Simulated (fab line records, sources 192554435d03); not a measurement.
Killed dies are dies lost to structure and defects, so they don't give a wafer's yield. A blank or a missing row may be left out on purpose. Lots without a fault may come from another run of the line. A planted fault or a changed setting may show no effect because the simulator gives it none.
fab line records | flow n5_finfet
record lots=24 wafers=72 last_day=19
route steps=1938 shown BEOL_M7@1297 BEOL_M8@1334 BEOL_M9@1405
lots that met no fault: from a run of the same line without faults
start_h: hours from the record's first day to the start of the lot's first wafer shown | wait_h: hours since the lot's step before | " the same as in the row above | L1.1+2: a row that stands for several wafers | - no value, or no start given | * or withheld: withheld | < > ~ a bound
route shown NAME@n: a module of which the file shows steps, and the number in the route of the first | usual: mean/standard deviation of fault-free wafers | same: alike in all rows | chamber/n: place in a boat | sites: the reading at each site | _std_site: their standard deviation | _edge_site: outer sites' mean less inner sites' | radius_mm: how far each site lies from the wafer's centre | mask NAME#n: copy n | behind: the tool/chamber that last shaped the wafer | hold: why the lot was held/for how many hours/how that ended | device: the transistor (n, p or np) that didn't switch | end of line: the same wafers' tests at the end of the route | a step without rows: its recipe alone | killed: dies lost to structure and defects at the first sort, not the wafer's yield | map: a wafer's dies, x killed, . not, _ none there
set.NAME: the setting as run; set.NAME@STEP: as run at that earlier step | model.NAME: the simulator's own value behind a step, which no gauge read
steps of the route over a sample of lots; a table a step, a row a wafer
services: from which hour (start_h, from the record's first day; less than 0 if before it) a tool's chamber was out of use, for how many hours, and why
## steps
# step N5_BEOL_M7_OVL_MEAS_29
# recipe points_per_wafer=522
# usual V6_OVL=0.3/0.77
# same points_per_wafer=522
# columns lot.wafer tool chamber start_h wait_h V6_OVL[nm]
L075.2 overlay-02 0 205.94 0.0 0.1
L075.3 " 0 " " -0.1
L075.5 " 0 " " 1.5
L074.2 overlay-02 0 212.54 0.0 -0.2
L074.3 " 0 " " -0.7
L074.6 " 0 " " 0.0
L077.3 overlay-02 0 224.97 0.0 0.5
L077.5 " 0 " " 0.0
L077.6 " 0 " " -0.4
L076.1 overlay-01 0 225.13 0.0 1.2
L076.4 " 0 " " -0.1
L076.5 " 0 " " 0.3
L078.1 overlay-02 0 235.82 0.0 0.8
L078.2 " 0 " " 1.1
L078.3 " 0 " " 1.0
L079.2 overlay-01 0 250.71 0.0 1.0
L079.4 " 0 " " 1.2
L079.6 " 0 " " 1.5
L082.4 overlay-01 0 263.27 0.0 0.4
L082.5 " 0 " " -0.7
L082.6 " 0 " " 1.5
L081.2 overlay-02 0 265.44 0.0 0.0
L081.3 " 0 " " 0.2
L081.5 " 0 " " 0.1
L080.1 overlay-01 0 274.81 0.0 0.2
L080.2 " 0 " " 0.9
L080.6 " 0 " " 1.4
L083.2 overlay-02 0 274.99 0.0 -1.7
L083.3 " 0 " " 0.1
L083.5 " 0 " " 0.6
L084.1 overlay-01 0 275.69 0.0 0.3
L084.4 " 0 " " 0.3
L084.6 " 0 " " 0.9
L085.2 overlay-01 0 276.84 0.0 0.0
L085.3 " 0 " " 0.1
L085.6 " 0 " " 1.2
L086.2 overlay-01 0 287.96 0.0 -1.0
L086.3 " 0 " " 0.1
L086.4 " 0 " " -1.2
L088.2 overlay-01 0 306.24 0.0 1.1
L088.5 " 0 " " 1.0
L088.6 " 0 " " 0.7
L087.1 overlay-01 0 309.46 0.0 -0.2
L087.2 " 0 " " 0.4
L087.6 " 0 " " 0.6
L091.3 overlay-01 0 313.22 0.0 -0.8
L091.4 " 0 " " 0.1
L091.6 " 0 " " 0.9
L089.2 overlay-01 0 318.85 0.0 -0.9
L089.4 " 0 " " 0.3
L089.5 " 0 " " 0.9
L092.4 overlay-01 0 337.18 0.0 1.4
L092.5 " 0 " " 0.2
L092.6 " 0 " " 0.7
L090.2 overlay-02 0 339.10 0.0 -0.7
L090.3 " 0 " " 0.6
L090.4 " 0 " " 0.2
L093.1 overlay-02 0 342.22 0.0 -0.3
L093.2 " 0 " " -0.7
L093.4 " 0 " " -0.1
L094.1 overlay-01 0 369.03 0.0 -0.1
L094.2 " 0 " " -0.7
L094.3 " 0 " " 0.9
L095.1 overlay-02 0 369.08 0.0 -0.5
L095.4 " 0 " " 0.8
L095.5 " 0 " " 0.0
L096.3 overlay-02 0 369.26 0.0 0.6
L096.5 " 0 " " 0.2
L096.6 " 0 " " 2.2
L097.1 overlay-01 0 372.19 0.0 2.4
L097.5 " 0 " " 1.7
L097.6 " 0 " " 1.0
# step N5_BEOL_M7_ETCH_41
# recipe chemistry=CH3F/O2 target=SiCN target_depth_a=319 taper_deg=2 time_s=57.8 ion_energy_ev=120 mask_material=TiN pressure_mtorr=30 source_w=395 bias_w=75 Ar_flow_sccm=150 CH3F_flow_sccm=30 O2_flow_sccm=20
# usual drypump_motor_current_A=5.6/0.33 oes_product_au=0.75/0.073 rf_vpp_V=297.7/1.4 showerhead_plenum_p_Torr=2.01/0.063 throttle_valve_pct=16.56/0.19
# columns lot.wafer tool chamber start_h wait_h drypump_motor_current_A oes_product_au rf_hours_counter_h rf_vpp_V showerhead_plenum_p_Torr throttle_valve_pct
L075.2 rie_diel-01 0 - - 5.8 0.72 193 298.0 2.00 16.61
L075.3 " 2 " " 5.5 0.72 173 299.1 2.05 16.63
L075.5 " 1 " " 6.0 0.73 - 296.0 1.99 16.59
L074.2 rie_diel-03 3 - - 5.5 0.72 207 296.2 1.99 16.73
L074.3 " 0 " " 5.4 0.73 190 297.2 2.00 16.45
L074.6 " 3 " " 5.5 0.72 - 296.6 1.99 16.72
L077.3 rie_diel-01 0 - - 5.7 0.71 198 298.6 2.00 16.61
L077.5 " 3 " " 6.5 0.72 - 296.9 1.89 16.38
L077.6 " 0 " " 5.7 0.72 - 296.7 2.00 16.62
L076.1 rie_diel-03 1 - - 5.9 0.92 13 299.1 2.12 16.30
L076.4 " 2 " " 5.3 0.75 160 297.9 1.99 16.63
L076.5 " 3 " " 5.5 0.72 - 296.0 1.99 16.73
L078.1 rie_diel-02 3 - - 5.1 0.93 33 299.8 2.14 16.47
L078.2 " 2 " " 5.7 0.71 208 298.5 1.98 16.70
L078.3 " 0 " " 5.8 0.84 67 298.3 1.95 15.99
L079.2 rie_diel-01 0 - - 5.7 0.70 208 297.0 1.99 16.65
L079.4 " 3 " " 6.4 0.72 203 295.6 1.89 16.41
L079.6 " 1 " " 6.0 0.73 - 296.2 1.99 16.62
L082.4 rie_diel-02 0 - - 5.8 0.83 74 295.9 1.95 15.98
L082.5 " 3 " " 5.0 0.91 - 299.6 2.14 16.48
L082.6 " 0 " " 5.8 0.83 - 296.5 1.95 15.99
L081.2 rie_diel-02 2 - - 5.7 0.70 216 296.4 1.98 16.68
L081.3 " 1 " " 5.6 0.70 207 297.6 2.06 16.59
L081.5 " 2 " " 5.7 0.70 - 297.7 1.98 16.71
L080.1 rie_diel-01 1 - - 6.1 0.73 210 298.1 1.98 16.64
L080.2 " 2 " " 5.5 0.71 193 299.7 2.05 16.67
L080.6 " 1 " " 6.0 0.72 - 299.1 1.98 16.65
L083.2 rie_diel-02 3 - - 5.0 0.91 42 300.5 2.14 16.49
L083.3 " 1 " " 5.6 0.71 209 299.3 2.06 16.57
L083.5 " 3 " " 5.0 0.91 - 299.9 2.14 16.48
L084.1 rie_diel-01 3 - - 6.5 0.71 210 295.5 1.89 16.44
L084.4 " 1 " " 6.1 0.72 210 297.7 1.98 16.64
L084.6 " 2 " " 5.5 0.71 - 297.9 2.05 16.67
L085.2 rie_diel-03 3 - - 5.5 0.72 221 297.2 1.98 16.74
L085.3 " 2 " " 5.3 0.74 170 297.3 1.98 16.63
L085.6 " 2 " " 5.3 0.74 - 296.2 1.98 16.63
L086.2 rie_diel-03 2 - - 5.3 0.73 173 295.8 1.98 16.65
L086.3 " 3 " " 5.5 0.71 225 298.2 1.98 16.75
L086.4 " 1 " " 5.9 0.90 27 298.9 2.12 16.34
L088.2 rie_diel-03 3 - - 5.5 0.71 230 297.2 1.98 16.76
L088.5 " 0 " " 5.4 0.72 - 295.7 1.99 16.51
L088.6 " 1 " " 5.9 0.88 - 299.0 2.11 16.35
L087.1 rie_diel-01 0 - - 5.7 0.69 228 297.8 1.99 16.67
L087.2 " 1 " " 6.0 0.72 222 295.7 1.98 16.66
L087.6 " 1 " " 6.1 0.72 - 297.8 1.98 16.66
L091.3 rie_diel-03 0 - - 5.4 0.72 212 296.3 1.99 16.50
L091.4 " 2 " " 5.3 0.72 181 297.9 1.98 16.66
L091.6 " 1 " " 5.9 0.89 - 299.4 2.11 16.37
L089.2 rie_diel-03 3 - - 5.5 0.71 234 296.8 1.98 16.77
L089.4 " 0 " " 5.4 0.72 213 297.0 1.99 16.50
L089.5 " 3 " " 5.5 0.71 - 296.1 1.98 16.76
L092.4 rie_diel-02 3 - - 5.0 0.87 64 299.7 2.13 16.51
L092.5 " 2 " " 5.6 0.68 - 296.0 1.97 16.75
L092.6 " 1 " " 5.6 0.69 - 297.6 2.06 16.63
L090.2 rie_diel-02 3 - - 5.0 0.87 65 299.9 2.13 16.52
L090.3 " 1 " " 5.6 0.69 232 297.9 2.06 16.61
L090.4 " 2 " " 5.6 0.68 242 296.4 1.97 16.75
L093.1 rie_diel-01 2 - - 5.5 0.70 222 299.5 2.04 16.72
L093.2 " 1 " " 6.1 0.71 235 297.4 1.98 16.68
L093.4 " 1 " " 6.0 0.70 - 297.9 1.98 16.69
L095.1 rie_diel-01 2 - - 5.5 0.69 233 299.5 2.03 16.74
L095.4 " 0 " " 5.7 0.68 - 297.0 1.98 16.72
L095.5 " 2 " " 5.5 0.69 - 298.2 2.03 16.73
L094.1 rie_diel-02 3 - - 5.0 0.87 73 299.0 2.13 16.52
L094.2 " 0 " " 5.8 0.80 106 296.5 1.94 16.04
L094.3 " 3 " " 5.0 0.87 - 300.3 2.13 16.54
L096.3 rie_diel-03 0 - - 5.4 0.71 224 297.0 1.99 16.55
L096.5 " 3 " " 5.5 0.70 - 295.1 1.97 16.80
L096.6 " 0 " " 5.4 0.71 - 296.3 1.99 16.53
L097.1 rie_diel-01 2 - - 5.5 0.69 234 297.1 2.03 16.75
L097.5 " 2 " " 5.5 0.69 - 298.3 2.03 16.74
L097.6 " 0 " " 5.8 0.67 - 298.5 1.98 16.69
# step N5_BEOL_M8_THK_MEAS_01
# recipe reads=SiCOH_lowk_of_BEOL_M8_ILD_DEP_00
# usual M8_ILD_THK=154.3/2.2
# columns lot.wafer tool chamber start_h wait_h M8_ILD_THK[nm]
L075.2 film_metro-02 - 210.11 0.4 149.3
L075.3 " - " " 152.4
L075.5 " - " " 151.9
L074.2 film_metro-02 - 219.99 0.7 153.6
L074.3 " - " " 154.5
L074.6 " - " " 154.7
L077.3 film_metro-02 - 232.52 0.3 153.4
L077.5 " - " " 158.4
L077.6 " - " " 156.7
L076.1 film_metro-01 - 233.54 0.4 151.1
L076.4 " - " " 155.3
L076.5 " - " " 151.6
L078.1 film_metro-02 - 244.16 0.4 153.9
L078.2 " - " " 155.3
L078.3 " - " " 152.0
L079.2 film_metro-01 - 257.66 0.4 149.3
L079.4 " - " " 153.8
L079.6 " - " " 154.5
L082.4 film_metro-02 - 268.27 0.2 154.2
L082.5 " - " " 157.7
L082.6 " - " " 157.4
L081.2 film_metro-01 - 269.80 0.4 154.3
L081.3 " - " " 154.4
L081.5 " - " " 155.5
L080.1 film_metro-02 - 279.23 0.4 154.1
L080.2 " - " " 156.3
L080.6 " - " " 156.9
L083.2 film_metro-01 - 279.51 0.4 153.2
L083.3 " - " " 151.8
L083.5 " - " " 155.0
L084.1 film_metro-01 - 279.81 0.4 154.2
L084.4 " - " " 155.8
L084.6 " - " " 154.1
L085.2 film_metro-02 - 282.49 0.4 153.7
L085.3 " - " " 155.0
L085.6 " - " " 155.7
L086.2 film_metro-01 - 292.64 0.4 150.1
L086.3 " - " " 155.7
L086.4 " - " " 156.5
L088.2 film_metro-02 - 310.13 0.4 155.3
L088.5 " - " " 156.8
L088.6 " - " " 157.0
L087.1 film_metro-02 - 312.87 0.4 150.0
L087.2 " - " " 149.9
L087.6 " - " " 152.2
L091.3 film_metro-02 - 317.82 0.3 152.2
L091.4 " - " " 153.7
L091.6 " - " " 151.6
L089.2 film_metro-01 - 324.26 0.4 151.8
L089.4 " - " " 157.1
L089.5 " - " " 156.5
L092.4 film_metro-01 - 344.49 0.2 157.1
L092.5 " - " " 155.8
L092.6 " - " " 155.0
L090.2 film_metro-01 - 345.44 0.4 152.7
L090.3 " - " " 154.0
L090.4 " - " " 157.3
L093.1 film_metro-02 - 348.73 0.4 153.6
L093.2 " - " " 153.1
L093.4 " - " " 155.0
L095.1 film_metro-02 - 373.84 0.4 152.4
L095.4 " - " " 153.3
L095.5 " - " " 155.5
L094.1 film_metro-01 - 374.21 0.4 155.0
L094.2 " - " " 154.8
L094.3 " - " " 153.9
L096.3 film_metro-01 - 374.77 0.5 153.1
L096.5 " - " " 154.8
L096.6 " - " " 156.1
L097.1 film_metro-02 - 376.30 0.8 151.7
L097.5 " - " " 151.9
L097.6 " - " " 155.0
# step N5_BEOL_M8_TRENCH_ETCH_37
# recipe chemistry=C4F6/O2 target_depth_a=934.78 target=SiCOH_lowk time_s=31.2 ion_energy_ev=250 pressure_mtorr=30 source_w=345 bias_w=185 Ar_flow_sccm=300 C4F6_flow_sccm=10 O2_flow_sccm=10
# usual drypump_motor_current_A=5.74/0.25 oes_product_au=0.84/0.061 rf_vpp_V=668/13 showerhead_plenum_p_Torr=2.89/0.085 throttle_valve_pct=20.80/0.22
# columns lot.wafer tool chamber start_h wait_h drypump_motor_current_A oes_product_au rf_hours_counter_h rf_vpp_V showerhead_plenum_p_Torr throttle_valve_pct
L075.2 rie_diel-06 3 - - 5.29 0.99 5 652 2.93 20.47
L075.3 " 2 " " 5.79 0.85 51 688 3.03 20.67
L075.5 " 0 " " 5.56 0.85 - 664 2.99 20.94
L074.2 rie_diel-05 2 - - 6.14 0.82 90 658 2.87 21.12
L074.3 " 3 " " 5.89 0.95 4 648 2.82 20.90
L074.6 " 1 " " 5.83 0.88 - 667 2.90 20.42
L077.3 rie_diel-05 0 - - 5.61 0.75 138 666 2.84 20.61
L077.5 " 0 " " 5.58 0.75 - 664 2.84 20.61
L077.6 " 3 " " 5.91 0.93 - 649 2.82 20.92
L076.1 rie_diel-05 0 - - 5.56 0.76 138 666 2.84 20.59
L076.4 " 1 " " 5.80 0.87 35 665 2.90 20.44
L076.5 " 2 " " 6.13 0.82 - 657 2.87 21.10
L078.1 rie_diel-06 0 - - 5.59 0.82 73 663 2.99 20.95
L078.2 " 2 " " 5.74 0.84 61 688 3.03 20.67
L078.3 " 1 " " 5.61 0.82 99 677 2.77 20.79
L079.2 rie_diel-06 0 - - 5.59 0.82 78 665 2.99 20.96
L079.4 " 1 " " 5.60 0.81 105 678 2.77 20.78
L079.6 " 3 " " 5.27 0.94 - 653 2.92 20.47
L082.4 rie_diel-06 1 - - 5.61 0.81 107 679 2.77 20.82
L082.5 " 3 " " 5.27 0.94 - 655 2.92 20.48
L082.6 " 0 " " 5.57 0.82 - 662 2.99 20.96
L081.2 rie_diel-05 2 - - 6.14 0.80 104 657 2.86 21.13
L081.3 " 0 " " 5.58 0.75 149 664 2.84 20.63
L081.5 " 2 " " 6.16 0.81 - 657 2.86 21.14
L080.1 rie_diel-06 2 - - 5.76 0.82 73 690 3.02 20.70
L080.2 " 3 " " 5.29 0.92 27 655 2.92 20.50
L080.6 " 2 " " 5.75 0.82 - 689 3.02 20.70
L083.2 rie_diel-05 0 - - 5.58 0.74 152 664 2.84 20.63
L083.3 " 2 " " 6.13 0.79 108 658 2.86 21.12
L083.5 " 2 " " 6.16 0.80 - 657 2.86 21.14
L084.1 rie_diel-04 0 - - 5.45 0.93 12 677 2.81 20.58
L084.4 " 0 " " 5.45 0.93 - 675 2.81 20.58
L084.6 " 1 " " 6.04 0.89 - 664 2.88 20.82
L085.2 rie_diel-04 3 - - 6.06 0.83 83 693 3.01 21.01
L085.3 " 1 " " 6.02 0.88 47 663 2.88 20.79
L085.6 " 3 " " 6.04 0.83 - 693 3.01 21.00
L086.2 rie_diel-05 1 - - 5.81 0.85 55 664 2.89 20.45
L086.3 " 0 " " 5.57 0.75 156 665 2.84 20.64
L086.4 " 2 " " 6.12 0.80 112 657 2.86 21.15
L088.2 rie_diel-05 1 - - 5.80 0.83 68 665 2.89 20.49
L088.5 " 1 " " 5.79 0.83 - 664 2.89 20.49
L088.6 " 0 " " 5.61 0.73 - 664 2.83 20.64
L087.1 rie_diel-04 0 - - 5.41 0.91 16 674 2.81 20.59
L087.2 " 1 " " 6.04 0.87 49 662 2.88 20.80
L087.6 " 3 " " 6.02 0.83 - 693 3.01 21.01
L091.3 rie_diel-04 3 - - 6.03 0.82 86 693 3.01 21.00
L091.4 " 0 " " 5.41 0.91 17 674 2.81 20.60
L091.6 " 2 " " 5.46 0.99 - 668 3.03 21.01
L089.2 rie_diel-05 3 - - 5.93 0.84 46 650 2.80 20.96
L089.4 " 1 " " 5.82 0.81 - 663 2.88 20.49
L089.5 " 3 " " 5.93 0.84 - 647 2.80 20.97
L090.2 rie_diel-05 1 - - 5.81 0.80 82 664 2.88 20.50
L090.3 " 0 " " 5.58 0.73 171 664 2.83 20.65
L090.4 " 2 " " 6.16 0.77 137 657 2.85 21.19
L093.1 rie_diel-06 2 - - 5.75 0.80 104 689 3.01 20.74
L093.2 " 0 " " 5.58 0.79 111 663 2.97 21.03
L093.4 " 3 " " 5.26 0.88 54 653 2.91 20.54
L092.4 rie_diel-04 0 - - 5.42 0.88 30 675 2.80 20.61
L092.5 " 2 " " 5.46 0.96 - 667 3.03 21.03
L092.6 " 3 " " 6.04 0.82 - 693 3.00 21.03
L094.1 rie_diel-06 2 - - 5.76 0.79 110 688 3.00 20.77
L094.2 " 1 " " 5.60 0.77 147 676 2.75 20.86
L094.3 " 3 " " 5.27 0.87 62 651 2.90 20.58
L096.3 rie_diel-04 1 - - 6.04 0.85 65 663 2.87 20.82
L096.5 " 2 " " 5.44 0.92 - 666 3.02 21.04
L096.6 " 1 " " 6.04 0.84 - 663 2.87 20.84
L095.1 rie_diel-04 2 - - 5.47 0.93 23 667 3.02 21.04
L095.4 " 0 " " 5.43 0.87 38 675 2.80 20.63
L095.5 " 2 " " 5.45 0.93 - 668 3.02 21.05
L097.1 rie_diel-06 0 - - 5.58 0.78 120 664 2.97 21.00
L097.5 " 2 " " 5.74 0.79 - 690 3.00 20.76
L097.6 " 1 " " 5.59 0.77 - 677 2.75 20.86
# step N5_BEOL_M9_HM_DEP_02
# recipe material=TiN target_thk_a=200 temp_c=25 chamber_pressure_pa=0.49996
# usual substrate_temp_c=24.98/0.11 throttle_valve_pct=30.8/0.94
# columns lot.wafer tool chamber start_h wait_h substrate_temp_c throttle_valve_pct
L075.2 pvd_sputter-01 - 220.24 1.7 24.97 30.9
L075.3 " - " " 24.88 32.2
L075.5 " - " " 24.85 32.2
L074.2 pvd_sputter-03 - 236.58 1.0 25.07 28.8
L074.3 " - " " 25.02 31.2
L074.6 " - " " 24.97 30.4
L077.3 pvd_sputter-02 - 244.59 1.8 25.03 32.4
L077.5 " - " " 24.99 32.1
L077.6 " - " " 24.96 30.0
L076.1 pvd_sputter-01 - 247.67 1.9 25.03 30.7
L076.4 " - " " 24.93 30.5
L076.5 " - " " 24.81 30.5
L078.1 pvd_sputter-03 - 253.66 1.2 24.93 28.6
L078.2 " - " " 24.99 31.0
L078.3 " - " " 25.05 30.7
L079.2 pvd_sputter-01 - 271.28 1.3 25.02 29.6
L079.4 " - " " 24.94 30.8
L079.6 " - " " 25.08 32.1
L082.4 pvd_sputter-02 - 275.55 1.0 24.96 30.1
L082.5 " - " " 24.87 31.6
L082.6 " - " " 24.99 30.4
L081.2 pvd_sputter-03 - 280.35 1.3 24.99 30.4
L081.3 " - " " 25.00 31.5
L081.5 " - " " 25.07 30.5
L080.1 pvd_sputter-03 - 289.09 0.4 25.09 30.5
L080.2 " - " " 24.97 28.8
L080.6 " - " " 24.98 31.3
L083.2 pvd_sputter-02 - 290.95 2.0 24.97 31.3
L083.3 " - " " 25.03 32.3
L083.5 " - " " 25.10 30.2
L084.1 pvd_sputter-02 - 291.69 1.9 24.91 30.2
L084.4 " - " " 24.91 32.4
L084.6 " - " " 25.06 30.2
L085.2 pvd_sputter-02 - 294.09 1.0 25.08 32.3
L085.3 " - " " 24.88 30.2
L085.6 " - " " 24.93 30.1
L086.2 pvd_sputter-02 - 299.32 0.7 24.93 31.6
L086.3 " - " " 24.96 30.0
L086.4 " - " " 25.13 32.1
L088.2 pvd_sputter-01 - 320.50 0.5 25.02 30.4
L088.5 " - " " 25.06 30.8
L088.6 " - " " 24.96 32.3
L087.1 pvd_sputter-02 - 326.84 1.4 25.04 29.9
L087.2 " - " " 25.01 30.4
L087.6 " - " " 24.84 30.0
L091.3 pvd_sputter-03 - 329.50 2.1 24.71 30.7
L091.4 " - " " 25.06 30.9
L091.6 " - " " 24.99 30.3
L089.2 pvd_sputter-01 - 336.34 1.7 25.09 29.7
L089.4 " - " " 24.97 32.3
L089.5 " - " " 25.14 30.4
L090.2 pvd_sputter-01 - 355.80 4.1 24.82 30.0
L090.3 " - " " 25.05 32.0
L090.4 " - " " 24.87 30.8
L093.1 pvd_sputter-03 - 362.23 1.4 24.89 31.4
L093.2 " - " " 25.04 28.9
L093.4 " - " " 25.03 30.6
L092.4 pvd_sputter-03 - 362.53 1.0 24.91 30.4
L092.5 " - " " 24.99 30.8
L092.6 " - " " 24.79 31.2
L094.1 pvd_sputter-01 - 381.74 1.0 25.01 32.2
L094.2 " - " " 24.95 30.9
L094.3 " - " " 25.15 29.8
L096.3 pvd_sputter-02 - 384.36 1.0 25.00 31.5
L096.5 " - " " 24.88 32.3
L096.6 " - " " 25.02 30.3
L095.1 pvd_sputter-01 - 385.46 2.0 24.96 29.2
L095.4 " - " " 25.03 30.9
L095.5 " - " " 24.77 29.8
L097.1 pvd_sputter-01 - 385.76 1.4 24.91 32.4
L097.5 " - " " 25.17 29.7
L097.6 " - " " 25.16 30.9
# step N5_BEOL_M9_CD_MEAS_11
# recipe target_cd_nm=64.1 landing_energy_ev=500 detector=se_inlens polarity=opening
# usual cd_nm=64.3/0.55
# columns lot.wafer tool chamber start_h wait_h cd_nm
L075.2 cd_sem-02 0 220.73 - 64.5
L075.3 " 0 " " 64.9
L075.5 " 0 " " 64.0
L074.2 cd_sem-03 0 236.95 - 65.0
L074.3 " 0 " " 65.1
L074.6 " 0 " " 64.5
L077.3 cd_sem-02 0 245.09 - 64.3
L077.5 " 0 " " 62.8
L077.6 " 0 " " 64.2
L076.1 cd_sem-01 0 248.04 - 64.3
L076.4 " 0 " " 64.6
L076.5 " 0 " " 64.9
L078.1 cd_sem-03 0 254.03 - 64.2
L078.2 " 0 " " 63.3
L078.3 " 0 " " 63.3
L079.2 cd_sem-01 0 271.78 - 65.0
L079.4 " 0 " " 64.9
L079.6 " 0 " " 64.8
L082.4 cd_sem-03 0 276.05 - 65.1
L082.5 " 0 " " 63.7
L082.6 " 0 " " 65.3
L081.2 cd_sem-01 0 280.72 - 64.6
L081.3 " 0 " " 64.6
L081.5 " 0 " " 64.9
L080.1 cd_sem-01 0 289.46 - 63.2
L080.2 " 0 " " 64.6
L080.6 " 0 " " 64.5
L083.2 cd_sem-01 0 291.45 - 64.1
L083.3 " 0 " " 63.7
L083.5 " 0 " " 63.8
L084.1 cd_sem-03 0 292.19 - 63.8
L084.4 " 0 " " 64.3
L084.6 " 0 " " 64.0
L085.2 cd_sem-01 0 294.59 - 63.6
L085.3 " 0 " " 64.0
L085.6 " 0 " " 64.0
L086.2 cd_sem-01 0 299.69 - 64.4
L086.3 " 0 " " 64.3
L086.4 " 0 " " 63.6
L088.2 cd_sem-03 0 320.99 - 64.5
L088.5 " 0 " " 64.3
L088.6 " 0 " " 64.4
L087.1 cd_sem-02 0 327.21 - 64.7
L087.2 " 0 " " 64.5
L087.6 " 0 " " 64.1
L091.3 cd_sem-02 0 330.00 - 64.4
L091.4 " 0 " " 64.3
L091.6 " 0 " " 64.5
L089.2 cd_sem-01 0 336.72 - 64.1
L089.4 " 0 " " 64.9
L089.5 " 0 " " 64.7
L090.2 cd_sem-02 0 356.17 - 63.3
L090.3 " 0 " " 63.6
L090.4 " 0 " " 63.6
L093.1 cd_sem-02 0 362.73 - 64.5
L093.2 " 0 " " 63.9
L093.4 " 0 " " 63.2
L092.4 cd_sem-02 0 362.91 - 64.3
L092.5 " 0 " " 63.4
L092.6 " 0 " " 63.0
L094.1 cd_sem-02 0 382.11 - 64.0
L094.2 " 0 " " 64.4
L094.3 " 0 " " 64.8
L096.3 cd_sem-01 0 384.86 - 64.9
L096.5 " 0 " " 64.6
L096.6 " 0 " " 65.0
L095.1 cd_sem-03 0 385.96 - 64.7
L095.4 " 0 " " 64.7
L095.5 " 0 " " 64.4
L097.1 cd_sem-01 0 386.25 - 64.6
L097.5 " 0 " " 64.7
L097.6 " 0 " " 65.5
## services
# columns tool chamber start_h hours kind
rie_diel-05 3 184.85 - clean
rie_diel-05 3 184.85 - consumable_replace:focus_ring
rie_diel-05 3 184.85 29.9 scheduled_down
rie_diel-05 3 184.85 29.9 vent_cycle
rie_diel-05 - 238.15 0.8 repair
rie_diel-04 0 238.47 - clean
rie_diel-04 0 238.47 - consumable_replace:focus_ring
rie_diel-04 0 238.47 12.6 scheduled_down
rie_diel-03 - 238.74 15.6 pm
rie_diel-02 - 241.28 5.4 repair
pvd_sputter-03 - 256.81 10.5 repair
rie_diel-03 0 260.05 1.3 repair
rie_diel-04 - 292.12 28.1 pm
rie_diel-04 1 326.00 10.0 repair
rie_diel-03 - 329.81 14.6 pm
rie_diel-05 0 329.85 3.2 repair
rie_diel-01 - 333.19 2.8 pm
rie_diel-05 - 339.29 2.8 pm
rie_diel-04 - 341.02 0.3 repair
rie_diel-05 1 355.98 1.7 repair
rie_diel-01 1 381.97 - clean
rie_diel-01 1 381.97 - consumable_replace:focus_ring
rie_diel-01 1 381.97 14.6 scheduled_down
rie_diel-01 1 381.97 14.6 vent_cycle
## key
fault none
